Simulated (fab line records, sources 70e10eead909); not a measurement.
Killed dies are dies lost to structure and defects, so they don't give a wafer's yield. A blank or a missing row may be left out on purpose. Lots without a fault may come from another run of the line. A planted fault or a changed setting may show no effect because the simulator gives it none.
Chamber matching | flow nand_harc | NHARC_P_GATE_ALD_36 on ald_sin-04: 3 sister chambers
The step deposits SiNx, target thk 20 nm, pulse time 60 s, ald cycles 223. 3 wafers are shown with their chamber, then 8 later ones without.

WAFERS WITH THEIR CHAMBER
wafer  | chamber | heater_power_w (W)
L083.6 | 0       | 707
L086.5 | 2       | 726
L089.3 | 1       | 870

WAFERS WITHOUT THEIR CHAMBER
wafer  | heater_power_w (W)
L089.1 | 723
L089.6 | 870
L092.1 | 707
L092.2 | 688
L092.3 | 923
L095.3 | 684
L095.2 | 690
L095.6 | 897

WHICH CHAMBER EACH WENT THROUGH
wafer  | from the rows above     | in truth
L089.1 | can't be placed: 2 or 0 | 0
L089.6 | 1                       | 1
L092.1 | can't be placed: 0 or 2 | 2
L092.2 | can't be placed: 0 or 2 | 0
L092.3 | 1                       | 1
L095.3 | can't be placed: 0 or 2 | 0
L095.2 | can't be placed: 0 or 2 | 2
L095.6 | 1                       | 1
Placed correctly: 3 of 8. Can't be placed from these rows: 5 (the true chamber is among the candidates in 5). Placed wrongly: 0.
How it was worked out, from the rows above alone: a wafer's distance from a chamber is the root of the sum, over the readings, of the square of ((its reading less the chamber's mean) divided by the reading's scatter). The wafer belongs to the nearest chamber; if the next one is less than 2 further off, it can't be placed. A chamber's mean is the mean of its shown wafers. The scatter: with one shown wafer a chamber, the root of the mean of the squares of how far each hidden wafer lies from its nearest shown one.
